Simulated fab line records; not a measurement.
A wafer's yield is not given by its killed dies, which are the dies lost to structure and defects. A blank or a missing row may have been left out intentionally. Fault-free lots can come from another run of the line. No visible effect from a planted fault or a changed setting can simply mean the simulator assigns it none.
fab line records	flow n5-finfet
record lots=24	wafers=72	last-day=18
route steps=1938 shown BEOL_M9@1439 BEOL_M10@1503
lots untouched by any fault: they come from a run of this same line in which no faults occurred
start-h: hours from the record's first day to the start of the lot's first wafer shown	wait-h: hours since the lot's step before	" unchanged from the row above	L1.1+2: a single row standing in for several wafers	- no value present, or no start provided	* or withheld: withheld	< > ~ a bound
route shown NAME@n: names a module that has steps shown in the file, with the first one's number in the route	usual: mean/standard deviation taken from wafers without a fault	same: alike in all rows	chamber/n: place in a boat	sites: per-site readings	_std_site: how widely they spread, as a standard deviation	_edge_site: the outer-site mean with the inner-site mean subtracted	radius-mm: how far each site lies from the wafer's centre	mask NAME#n: copy n	behind: the last tool/chamber to shape the wafer	hold: cause of the lot's hold/its duration in hours/its outcome	device: names the non-switching transistor (n, p or np)	end of line: the route-end tests of the same wafers	a step with no rows: only its recipe	killed: not the wafer's yield, but the dies lost to structure and defects at the first sort	map: shows each die of a wafer: x if killed, . if not, _ if none is there
set.NAME: setting as actually run; set.NAME@STEP: the setting as run at that earlier step	model.NAME: the simulator's own value behind a step, which no gauge read
steps of the route over a sample of lots; a table a step, a row a wafer
services: when a tool's chamber went out of use (start-h, in hours from the record's first day, below 0 if earlier), for how many hours, and the reason
## steps
# step N5_BEOL_M9_ETCH_65
# recipe chemistry=CF4	target=SiARC	target-depth-a=156	mask-material=CAR-EUV	time-s=26	ion-energy-ev=80	pressure-mtorr=40	source-w=545	bias-w=36	Ar_flow_sccm=100	cf4-flow-sccm=100	ends=cleared
# usual drypump-motor-current-A=5.9/0.58	etch-rf-on-time-s=26.3/0.75	oes-product-au=0.70/0.074	rf-vpp-V=184.2/1.3	showerhead-plenum-p-Torr=2.16/0.068	throttle-valve-pct=15.57/0.23
lot.wafer	tool	chamber	start-h	wait-h	drypump-motor-current-A	etch-rf-on-time-s	oes-product-au	rf-hours-counter-h	rf-vpp-V	showerhead-plenum-p-Torr	throttle-valve-pct
L074.2	rie-diel-05	0	205.27	0.0	5.4	25.7	0.61	216	184.5	2.20	15.59
L074.3	"	3	"	"	6.4	26.4	0.68	105	182.2	2.06	15.49
L074.6	"	2	"	"	6.5	26.0	0.76	-	183.6	2.11	15.58
L076.1	rie-diel-04	1	207.19	0.0	5.3	26.5	0.57	253	183.5	2.20	15.65
L076.4	"	3	"	"	5.5	26.3	0.78	-	186.3	2.28	15.16
L076.6	"	1	"	"	5.3	26.8	0.57	-	186.0	2.20	15.65
L075.2	rie-diel-02	1	213.86	0.0	6.2	26.8	0.77	9	183.5	2.11	15.48
L075.5	"	2	"	"	6.7	27.0	0.69	-	184.2	2.17	15.88
L075.6	"	3	"	"	6.5	26.5	0.65	-	182.9	2.13	15.71
L078.1	rie-diel-05	3	219.22	0.0	6.4	26.7	0.67	110	184.7	2.06	15.50
L078.3	"	1	"	"	5.6	26.2	0.65	149	183.1	2.07	15.53
L078.5	"	0	"	"	5.4	25.6	0.60	-	184.5	2.20	15.61
L077.2	rie-diel-05	1	219.64	0.0	5.6	26.1	0.65	149	183.4	2.07	15.55
L077.5	"	2	"	"	6.5	26.4	0.75	-	184.3	2.11	15.57
L077.6	"	3	"	"	6.3	26.7	0.67	-	183.6	2.06	15.50
L079.1	rie-diel-04	3	235.19	0.0	5.5	26.2	0.77	30	184.6	2.27	15.18
L079.2	"	2	"	"	5.7	25.5	0.59	258	183.4	2.20	15.72
L079.4	"	2	"	"	5.7	25.9	0.58	-	184.4	2.20	15.72
L080.1	rie-diel-04	0	245.47	0.0	5.4	26.3	0.80	9	184.3	2.18	15.63
L080.3	"	2	"	"	5.7	26.0	0.58	262	184.3	2.20	15.71
L080.4	"	1	"	"	5.4	25.7	0.82	1	184.5	2.20	15.18
L081.1	rie-diel-05	2	255.83	0.0	6.5	26.0	0.74	57	184.1	2.10	15.61
L081.3	"	0	"	"	5.4	25.6	0.60	232	184.4	2.19	15.62
L081.5	"	3	"	"	6.4	26.6	0.66	-	183.4	2.06	15.52
L082.2	rie-diel-02	2	255.87	0.0	6.7	27.1	0.67	96	183.0	2.16	15.93
L082.4	"	0	"	"	5.0	24.3	0.84	14	186.0	2.27	15.29
L082.6	"	1	"	"	6.2	26.8	0.75	-	183.6	2.11	15.52
L084.3	rie-diel-04	3	273.15	0.0	5.5	26.3	0.74	43	186.9	2.27	15.22
L084.4	"	0	"	"	5.4	26.6	0.78	-	183.9	2.18	15.64
L084.5	"	3	"	"	5.5	26.4	0.75	-	186.6	2.27	15.22
L083.1	rie-diel-02	0	273.24	0.0	5.0	24.3	0.83	19	185.5	2.26	15.30
L083.5	"	0	"	"	5.0	24.4	0.83	-	184.8	2.26	15.27
L083.6	"	3	"	"	6.5	26.5	0.63	-	183.4	2.13	15.77
L086.1	rie-diel-05	0	283.64	0.0	5.4	25.4	0.60	239	185.6	2.19	15.62
L086.2	"	1	"	"	5.6	25.8	0.64	167	182.1	2.06	15.58
L086.5	"	1	"	"	5.6	25.8	0.64	-	182.1	2.06	15.56
L085.1	rie-diel-04	1	284.26	0.0	5.3	26.0	0.79	12	184.1	2.19	15.18
L085.4	"	0	"	"	5.4	26.5	0.77	-	186.1	2.18	15.65
L085.5	"	1	"	"	5.3	26.1	0.78	-	183.4	2.19	15.18
L087.3	rie-diel-04	0	290.48	0.0	5.4	26.3	0.77	24	183.0	2.18	15.65
L087.4	"	1	"	"	5.3	26.0	0.77	-	184.7	2.19	15.19
L087.6	"	3	"	"	5.5	26.4	0.74	-	184.5	2.27	15.23
L088.2	rie-diel-02	2	292.27	0.0	6.7	27.2	0.67	108	184.9	2.16	15.94
L088.3	"	3	"	"	6.5	27.1	0.62	189	183.2	2.12	15.77
L088.5	"	3	"	"	6.5	26.7	0.63	-	184.9	2.12	15.78
L089.1	rie-diel-02	3	297.94	0.0	6.5	26.8	0.62	190	184.8	2.12	15.77
L089.2	"	0	"	"	5.0	24.9	0.82	25	184.5	2.26	15.31
L089.4	"	2	"	"	6.7	26.8	0.67	110	184.0	2.16	15.96
L091.1	rie-diel-02	0	315.48	0.0	5.0	24.7	0.80	31	185.5	2.26	15.32
L091.3	"	3	"	"	6.5	26.9	0.62	196	183.4	2.12	15.79
L091.4	"	2	"	"	6.7	27.0	0.66	115	182.7	2.16	15.97
L090.3	rie-diel-02	2	316.10	0.0	6.7	27.3	0.66	115	184.7	2.16	15.95
L090.4	"	1	"	"	6.2	27.2	0.71	39	183.6	2.10	15.52
L090.6	"	0	"	"	5.1	25.0	0.80	-	185.7	2.26	15.32
L092.2	rie-diel-02	3	320.08	0.0	6.5	27.0	0.62	197	183.5	2.12	15.78
L092.4	"	0	"	"	5.0	24.8	0.79	33	185.1	2.26	15.32
L092.6	"	3	"	"	6.5	27.1	0.61	-	185.0	2.12	15.77
L093.2	rie-diel-02	0	333.38	0.0	5.0	24.7	0.81	35	185.5	2.26	15.32
L093.5	"	3	"	"	6.4	27.0	0.62	-	183.6	2.12	15.81
L093.6	"	0	"	"	5.0	24.7	0.80	-	185.7	2.26	15.30
L096.2	rie-diel-05	1	341.06	0.0	5.6	26.0	0.63	185	182.8	2.05	15.59
L096.3	"	2	"	"	6.4	26.1	0.71	82	183.2	2.10	15.65
L096.4	"	3	"	"	6.4	26.6	0.64	-	182.7	2.05	15.58
L095.1	rie-diel-02	3	343.69	0.0	6.5	26.8	0.61	205	182.0	2.12	15.82
L095.3	"	0	"	"	5.1	24.6	0.80	37	185.1	2.26	15.34
L095.4	"	1	"	"	6.2	27.1	0.70	48	184.0	2.10	15.56
L094.1	rie-diel-02	0	344.23	0.0	5.0	24.8	0.79	37	185.5	2.26	15.33
L094.4	"	2	"	"	6.7	27.1	0.66	124	183.7	2.15	15.99
L094.6	"	0	"	"	5.0	24.8	0.79	-	185.0	2.26	15.33
L097.1	rie-diel-02	1	365.81	0.0	6.1	26.7	0.69	54	184.0	2.10	15.55
L097.2	"	2	"	"	6.7	27.0	0.65	130	184.6	2.15	16.00
L097.6	"	2	"	"	6.7	26.8	0.65	-	181.9	2.15	15.99
# step N5_BEOL_M9_CURE_72
# recipe temp-c=370	time-s=120	ambient=DMADMS/He	material=SiCOH_lowk
# usual lamp-power-pct=52.31/0.052	wafer_temp_C_max=371.6/0.4
# same time-s=120
lot.wafer	tool	chamber	start-h	wait-h	lamp-power-pct	wafer_temp_C_max
L074.2	uv-cure-02	2	205.98	0.1	52.35	371.2
L074.3	"	2	"	"	52.32	372.3
L074.6	"	2	"	"	52.37	371.6
L076.1	uv-cure-01	1	207.79	0.0	52.28	371.6
L076.4	"	1	"	"	52.29	371.7
L076.6	"	1	"	"	52.39	371.1
L075.2	uv-cure-01	1	214.51	0.1	52.29	370.6
L075.5	"	1	"	"	52.41	371.1
L075.6	"	1	"	"	52.26	370.9
L078.1	uv-cure-02	0	219.82	0.0	52.26	371.3
L078.3	"	0	"	"	52.29	371.4
L078.5	"	0	"	"	52.28	371.9
L077.2	uv-cure-01	0	220.29	0.1	52.30	371.4
L077.5	"	0	"	"	52.39	371.2
L077.6	"	0	"	"	52.26	371.7
L079.1	uv-cure-01	0	235.78	0.0	52.42	371.6
L079.2	"	0	"	"	52.27	371.4
L079.4	"	0	"	"	52.33	371.8
L080.1	uv-cure-01	0	246.11	0.1	52.36	371.8
L080.3	"	0	"	"	52.35	371.4
L080.4	"	0	"	"	52.29	371.7
L081.1	uv-cure-03	1	256.42	0.0	52.32	372.1
L081.3	"	1	"	"	52.25	372.0
L081.5	"	1	"	"	52.36	371.5
L082.2	uv-cure-01	2	256.57	0.1	52.39	371.6
L082.4	"	2	"	"	52.37	372.3
L082.6	"	2	"	"	52.24	372.0
L083.1	uv-cure-02	0	273.84	0.0	52.35	371.7
L083.5	"	0	"	"	52.28	371.3
L083.6	"	0	"	"	52.27	371.2
L084.3	uv-cure-01	1	273.95	0.2	52.31	371.1
L084.4	"	1	"	"	52.43	371.3
L084.5	"	1	"	"	52.37	371.1
L086.1	uv-cure-01	0	284.24	0.0	52.36	371.2
L086.2	"	0	"	"	52.31	371.4
L086.5	"	0	"	"	52.33	371.7
L085.1	uv-cure-02	0	284.87	0.0	52.47	371.0
L085.4	"	0	"	"	52.31	371.2
L085.5	"	0	"	"	52.33	371.5
L087.3	uv-cure-01	2	291.19	0.1	52.32	371.6
L087.4	"	2	"	"	52.32	371.7
L087.6	"	2	"	"	52.26	371.8
L088.2	uv-cure-01	0	292.92	0.1	52.21	371.3
L088.3	"	0	"	"	52.26	371.0
L088.5	"	0	"	"	52.26	371.7
L089.1	uv-cure-03	1	298.54	0.0	52.37	371.7
L089.2	"	1	"	"	52.24	371.6
L089.4	"	1	"	"	52.27	371.9
L091.1	uv-cure-03	0	316.08	0.0	52.24	371.8
L091.3	"	0	"	"	52.35	371.7
L091.4	"	0	"	"	52.24	372.0
L090.3	uv-cure-01	1	316.80	0.1	52.22	371.7
L090.4	"	1	"	"	52.34	371.1
L090.6	"	1	"	"	52.30	371.4
L092.2	uv-cure-02	0	320.73	0.1	52.31	371.4
L092.4	"	0	"	"	52.32	371.0
L092.6	"	0	"	"	52.34	371.3
L093.2	uv-cure-02	1	334.23	0.3	52.44	372.4
L093.5	"	1	"	"	52.36	372.5
L093.6	"	1	"	"	52.29	372.8
L096.2	uv-cure-02	2	341.71	0.1	52.35	371.7
L096.3	"	2	"	"	52.34	371.3
L096.4	"	2	"	"	52.24	371.5
L095.1	uv-cure-02	2	344.57	0.3	52.28	371.8
L095.3	"	2	"	"	52.33	371.7
L095.4	"	2	"	"	52.29	371.9
L094.1	uv-cure-02	2	344.87	0.1	52.23	371.7
L094.4	"	2	"	"	52.39	370.8
L094.6	"	2	"	"	52.30	371.4
L097.1	uv-cure-02	2	366.41	0.0	52.21	371.9
L097.2	"	2	"	"	52.33	371.5
L097.6	"	2	"	"	52.35	371.8
# step N5_BEOL_M9_DEGAS_44
# recipe ambient=vacuum	temp-c=250	time-s=60
# usual heater-power-w=335/25
# same time-s=60
lot.wafer	tool	chamber	start-h	wait-h	heater-power-w
L074.2	pvd-sputter-03	-	206.52	0.4	323
L074.3	"	-	"	"	330
L074.6	"	-	"	"	308
L076.1	pvd-sputter-03	-	208.12	0.3	319
L076.4	"	-	"	"	320
L076.6	"	-	"	"	357
L075.2	pvd-sputter-03	-	214.89	0.3	319
L075.5	"	-	"	"	324
L075.6	"	-	"	"	358
L078.1	pvd-sputter-01	-	220.32	0.5	310
L078.3	"	-	"	"	356
L078.5	"	-	"	"	289
L077.2	pvd-sputter-02	-	220.64	0.3	331
L077.5	"	-	"	"	369
L077.6	"	-	"	"	323
L079.1	pvd-sputter-01	-	237.86	2.0	357
L079.2	"	-	"	"	387
L079.4	"	-	"	"	293
L080.1	pvd-sputter-03	-	246.51	0.3	323
L080.3	"	-	"	"	321
L080.4	"	-	"	"	343
L081.1	pvd-sputter-02	-	256.91	0.4	372
L081.3	"	-	"	"	304
L081.5	"	-	"	"	372
L082.2	pvd-sputter-02	-	257.33	0.7	344
L082.4	"	-	"	"	333
L082.6	"	-	"	"	315
L084.3	pvd-sputter-03	-	274.67	0.6	350
L084.4	"	-	"	"	309
L084.5	"	-	"	"	325
L083.1	pvd-sputter-02	-	274.69	0.8	363
L083.5	"	-	"	"	309
L083.6	"	-	"	"	330
L086.1	pvd-sputter-01	-	284.60	0.3	306
L086.2	"	-	"	"	387
L086.5	"	-	"	"	312
L085.1	pvd-sputter-02	-	285.71	0.8	336
L085.4	"	-	"	"	331
L085.5	"	-	"	"	377
L087.3	pvd-sputter-02	-	291.73	0.5	317
L087.4	"	-	"	"	311
L087.6	"	-	"	"	325
L088.2	pvd-sputter-03	-	293.19	0.2	346
L088.3	"	-	"	"	318
L088.5	"	-	"	"	315
L089.1	pvd-sputter-01	-	299.77	1.2	299
L089.2	"	-	"	"	355
L089.4	"	-	"	"	298
L091.1	pvd-sputter-02	-	316.41	0.3	328
L091.3	"	-	"	"	332
L091.4	"	-	"	"	372
L090.3	pvd-sputter-02	-	317.19	0.3	334
L090.4	"	-	"	"	315
L090.6	"	-	"	"	332
L092.2	pvd-sputter-02	-	321.04	0.3	333
L092.4	"	-	"	"	365
L092.6	"	-	"	"	381
L093.2	pvd-sputter-02	-	335.50	1.2	309
L093.5	"	-	"	"	306
L093.6	"	-	"	"	339
L096.2	pvd-sputter-02	-	341.98	0.2	361
L096.3	"	-	"	"	338
L096.4	"	-	"	"	314
L095.1	pvd-sputter-03	-	344.98	0.4	316
L095.3	"	-	"	"	319
L095.4	"	-	"	"	346
L094.1	pvd-sputter-01	-	348.43	3.5	312
L094.4	"	-	"	"	351
L094.6	"	-	"	"	395
L097.1	pvd-sputter-01	-	366.73	0.3	393
L097.2	"	-	"	"	308
L097.6	"	-	"	"	301
# step N5_BEOL_M9_SPUTTER_48
# recipe material=Cu	target-thk-a=120	temp-c=-20	bias-v=60	power-w=26000	chamber-pressure-pa=0.13	time-s=2
# usual cathode-dc-power-W=26000/5	throttle-valve-pct=29.9/0.98
# same time-s=2
lot.wafer	tool	chamber	start-h	wait-h	cathode-dc-power-W	throttle-valve-pct
L074.2	pvd-sputter-03	-	207.54	0.3	25996	32.0
L074.3	"	-	"	"	25997	30.6
L074.6	"	-	"	"	26003	29.8
L076.1	pvd-sputter-03	-	208.68	0.1	25998	29.6
L076.4	"	-	"	"	26003	30.7
L076.6	"	-	"	"	26003	29.5
L075.2	pvd-sputter-01	-	215.67	0.1	26002	31.5
L075.5	"	-	"	"	25995	30.2
L075.6	"	-	"	"	25991	31.1
L078.1	pvd-sputter-03	-	221.13	0.1	26006	29.4
L078.3	"	-	"	"	26002	28.7
L078.5	"	-	"	"	26004	29.5
L077.2	pvd-sputter-02	-	221.44	0.1	25993	29.1
L077.5	"	-	"	"	25999	29.4
L077.6	"	-	"	"	25993	28.9
L079.1	pvd-sputter-01	-	238.48	0.1	26004	29.4
L079.2	"	-	"	"	25996	30.1
L079.4	"	-	"	"	26000	31.4
L080.1	pvd-sputter-01	-	247.33	0.1	25995	30.2
L080.3	"	-	"	"	25997	30.3
L080.4	"	-	"	"	25999	31.1
L081.1	pvd-sputter-03	-	257.75	0.1	26000	30.5
L081.3	"	-	"	"	25999	29.6
L081.5	"	-	"	"	25998	29.9
L082.2	pvd-sputter-03	-	258.05	0.2	25993	30.5
L082.4	"	-	"	"	26002	32.0
L082.6	"	-	"	"	25989	31.5
L084.3	pvd-sputter-03	-	275.41	0.1	25999	30.5
L084.4	"	-	"	"	25997	28.6
L084.5	"	-	"	"	26001	30.3
L083.1	pvd-sputter-03	-	275.49	0.1	25996	28.7
L083.5	"	-	"	"	26002	28.4
L083.6	"	-	"	"	26001	31.8
L086.1	pvd-sputter-02	-	285.63	0.1	25998	29.0
L086.2	"	-	"	"	26008	29.8
L086.5	"	-	"	"	26007	29.0
L085.1	pvd-sputter-03	-	287.52	0.9	25993	28.5
L085.4	"	-	"	"	26000	31.9
L085.5	"	-	"	"	26010	31.7
L087.3	pvd-sputter-02	-	292.53	0.1	25999	28.7
L087.4	"	-	"	"	26001	29.1
L087.6	"	-	"	"	26002	29.7
L088.2	pvd-sputter-01	-	294.18	0.5	25991	30.2
L088.3	"	-	"	"	26004	31.4
L088.5	"	-	"	"	26002	29.3
L089.1	pvd-sputter-01	-	300.51	0.1	25994	30.2
L089.2	"	-	"	"	25996	29.6
L089.4	"	-	"	"	26000	30.1
L091.1	pvd-sputter-02	-	317.11	0.2	26009	29.5
L091.3	"	-	"	"	26006	28.6
L091.4	"	-	"	"	25998	29.4
L090.3	pvd-sputter-02	-	317.78	0.1	25997	29.4
L090.4	"	-	"	"	25993	29.1
L090.6	"	-	"	"	25993	29.3
L092.2	pvd-sputter-03	-	324.63	1.2	25994	30.4
L092.4	"	-	"	"	26004	29.7
L092.6	"	-	"	"	25997	30.5
L093.2	pvd-sputter-02	-	336.16	0.1	25997	28.7
L093.5	"	-	"	"	26002	28.7
L093.6	"	-	"	"	25994	29.2
L096.2	pvd-sputter-01	-	342.94	0.1	26008	30.3
L096.3	"	-	"	"	25992	29.3
L096.4	"	-	"	"	26002	30.2
L095.1	pvd-sputter-02	-	348.55	0.1	26006	29.1
L095.3	"	-	"	"	26000	28.5
L095.4	"	-	"	"	25998	29.2
L094.1	pvd-sputter-01	-	349.13	0.1	25998	29.5
L094.4	"	-	"	"	26013	31.4
L094.6	"	-	"	"	26005	29.5
L097.1	pvd-sputter-02	-	368.74	1.4	25989	29.5
L097.2	"	-	"	"	26001	28.9
L097.6	"	-	"	"	25990	28.9
# step N5_BEOL_M10_OVL_MEAS_29
# recipe points-per-wafer=44
# usual V9_OVL=0.3/0.67
lot.wafer	tool	chamber	start-h	wait-h	V9_OVL[nm]
L076.1	overlay-02	0	213.64	0.0	0.1
L076.4	"	0	"	"	0.3
L076.6	"	0	"	"	-0.5
L074.2	overlay-02	0	213.81	0.0	1.6
L074.3	"	0	"	"	1.3
L074.6	"	0	"	"	1.0
L075.2	overlay-02	0	222.22	0.0	1.5
L075.5	"	0	"	"	1.1
L075.6	"	0	"	"	1.4
L077.2	overlay-01	0	225.02	0.0	-1.4
L077.5	"	0	"	"	0.4
L077.6	"	0	"	"	0.6
L078.1	overlay-02	0	225.29	0.0	-0.2
L078.3	"	0	"	"	-0.3
L078.5	"	0	"	"	-0.3
L079.1	overlay-01	0	245.20	0.0	-0.9
L079.2	"	0	"	"	-0.6
L079.4	"	0	"	"	0.0
L080.1	overlay-02	0	255.74	0.0	0.4
L080.3	"	0	"	"	0.8
L080.4	"	0	"	"	0.3
L081.1	overlay-02	0	264.10	0.0	0.3
L081.3	"	0	"	"	-0.5
L081.5	"	0	"	"	0.1
L082.2	overlay-01	0	264.14	0.0	0.6
L082.4	"	0	"	"	0.0
L082.6	"	0	"	"	-0.5
L084.3	overlay-01	0	280.76	0.0	0.4
L084.4	"	0	"	"	-0.9
L084.5	"	0	"	"	-0.3
L083.1	overlay-02	0	281.13	0.0	0.8
L083.5	"	0	"	"	1.3
L083.6	"	0	"	"	0.1
L086.1	overlay-01	0	291.37	0.0	-0.6
L086.2	"	0	"	"	-0.2
L086.5	"	0	"	"	0.9
L085.1	overlay-01	0	291.88	0.0	-0.1
L085.4	"	0	"	"	0.0
L085.5	"	0	"	"	-0.6
L087.3	overlay-01	0	297.55	0.1	0.6
L087.4	"	0	"	"	-0.1
L087.6	"	0	"	"	0.0
L088.2	overlay-01	0	298.77	0.0	0.1
L088.3	"	0	"	"	0.8
L088.5	"	0	"	"	1.8
L089.1	overlay-01	0	306.06	0.0	0.8
L089.2	"	0	"	"	0.9
L089.4	"	0	"	"	0.5
L091.1	overlay-02	0	324.35	0.1	0.3
L091.3	"	0	"	"	0.7
L091.4	"	0	"	"	-0.4
L090.3	overlay-02	0	324.46	0.0	0.4
L090.4	"	0	"	"	0.6
L090.6	"	0	"	"	0.5
L092.2	overlay-01	0	328.13	0.0	0.4
L092.4	"	0	"	"	0.0
L092.6	"	0	"	"	0.8
L093.2	overlay-02	0	343.39	0.0	0.3
L093.5	"	0	"	"	0.7
L093.6	"	0	"	"	0.2
L096.2	overlay-01	0	347.82	0.0	-0.1
L096.3	"	0	"	"	-0.2
L096.4	"	0	"	"	0.4
L095.1	overlay-02	0	354.40	0.0	0.6
L095.3	"	0	"	"	1.9
L095.4	"	0	"	"	0.4
L094.1	overlay-01	0	354.44	0.0	-0.2
L094.4	"	0	"	"	0.7
L094.6	"	0	"	"	-0.2
L097.1	overlay-01	0	373.23	0.0	0.8
L097.2	"	0	"	"	1.0
L097.6	"	0	"	"	0.4
# step N5_BEOL_M10_CD_MEAS_35
# recipe target-cd-nm=70	polarity=opening
# usual cd-nm=70.1/0.6
lot.wafer	tool	chamber	start-h	wait-h	cd-nm
L076.1	cd-sem-02	-	214.36	0.0	69.5
L076.4	"	-	"	"	68.6
L076.6	"	-	"	"	68.9
L074.2	cd-sem-02	-	214.52	0.0	69.6
L074.3	"	-	"	"	69.7
L074.6	"	-	"	"	69.6
L075.2	cd-sem-02	-	223.01	0.0	70.1
L075.5	"	-	"	"	70.2
L075.6	"	-	"	"	70.3
L077.2	cd-sem-03	-	225.72	0.0	69.9
L077.5	"	-	"	"	70.4
L077.6	"	-	"	"	70.5
L078.1	cd-sem-01	-	226.27	0.0	69.5
L078.3	"	-	"	"	69.7
L078.5	"	-	"	"	69.5
L079.1	cd-sem-03	-	245.90	0.0	71.1
L079.2	"	-	"	"	70.0
L079.4	"	-	"	"	69.8
L080.1	cd-sem-01	-	256.44	0.0	70.5
L080.3	"	-	"	"	69.0
L080.4	"	-	"	"	70.2
L081.1	cd-sem-02	-	264.80	0.0	69.5
L081.3	"	-	"	"	69.5
L081.5	"	-	"	"	69.7
L082.2	cd-sem-02	-	264.85	0.0	70.2
L082.4	"	-	"	"	70.2
L082.6	"	-	"	"	70.4
L084.3	cd-sem-03	-	281.47	0.0	69.9
L084.4	"	-	"	"	69.4
L084.5	"	-	"	"	70.4
L083.1	cd-sem-01	-	281.84	0.0	70.8
L083.5	"	-	"	"	71.7
L083.6	"	-	"	"	70.0
L086.1	cd-sem-03	-	292.08	0.0	69.9
L086.2	"	-	"	"	70.2
L086.5	"	-	"	"	70.6
L085.1	cd-sem-03	-	293.53	0.0	70.6
L085.4	"	-	"	"	69.6
L085.5	"	-	"	"	70.6
L087.3	cd-sem-02	-	298.56	0.0	68.6
L087.4	"	-	"	"	70.2
L087.6	"	-	"	"	70.2
L088.2	cd-sem-01	-	299.47	0.0	70.8
L088.3	"	-	"	"	70.1
L088.5	"	-	"	"	69.9
L089.1	cd-sem-03	-	306.77	0.0	69.7
L089.2	"	-	"	"	70.7
L089.4	"	-	"	"	69.5
L091.1	cd-sem-03	-	325.13	0.0	69.7
L091.3	"	-	"	"	70.1
L091.4	"	-	"	"	70.8
L090.3	cd-sem-01	-	325.52	0.0	70.1
L090.4	"	-	"	"	69.9
L090.6	"	-	"	"	70.3
L092.2	cd-sem-01	-	329.10	0.0	70.3
L092.4	"	-	"	"	70.1
L092.6	"	-	"	"	69.9
L093.2	cd-sem-02	-	344.09	0.0	69.6
L093.5	"	-	"	"	70.2
L093.6	"	-	"	"	69.5
L096.2	cd-sem-02	-	348.53	0.0	70.2
L096.3	"	-	"	"	71.5
L096.4	"	-	"	"	71.2
L095.1	cd-sem-03	-	355.20	0.0	69.2
L095.3	"	-	"	"	70.1
L095.4	"	-	"	"	70.4
L094.1	cd-sem-02	-	355.26	0.0	68.5
L094.4	"	-	"	"	68.9
L094.6	"	-	"	"	69.1
L097.1	cd-sem-03	-	373.93	0.0	70.3
L097.2	"	-	"	"	71.0
L097.6	"	-	"	"	70.5
## services
tool	chamber	start-h	hours	kind
uv-cure-01	-	184.20	5.0	repair
rie-diel-04	0	184.42	-	clean
rie-diel-04	0	184.42	-	consumable-replace:esc
rie-diel-04	0	184.42	-	consumable-replace:focus-ring
rie-diel-04	0	184.42	36.4	scheduled-down
rie-diel-04	0	184.42	36.4	vent-cycle
rie-diel-02	0	191.04	-	clean
rie-diel-02	0	191.04	-	consumable-replace:focus-ring
rie-diel-02	0	191.04	-	consumable-replace:showerhead
rie-diel-02	0	191.04	13.5	scheduled-down
rie-diel-02	0	191.04	13.5	vent-cycle
uv-cure-03	-	217.02	2.8	pm
rie-diel-04	1	220.95	-	clean
rie-diel-04	1	220.95	-	consumable-replace:focus-ring
uv-cure-03	-	225.74	0.6	repair
uv-cure-03	-	230.33	0.5	repair
uv-cure-02	-	245.75	14.6	pm
uv-cure-02	-	260.35	7.5	pm
pvd-sputter-01	-	310.44	9.1	repair
rie-diel-02	0	324.30	6.3	repair
uv-cure-03	-	324.78	24.9	pm
pvd-sputter-03	-	336.33	4.2	repair
uv-cure-03	-	349.68	7.1	pm
uv-cure-01	-	361.85	22.2	pm
## key
fault none
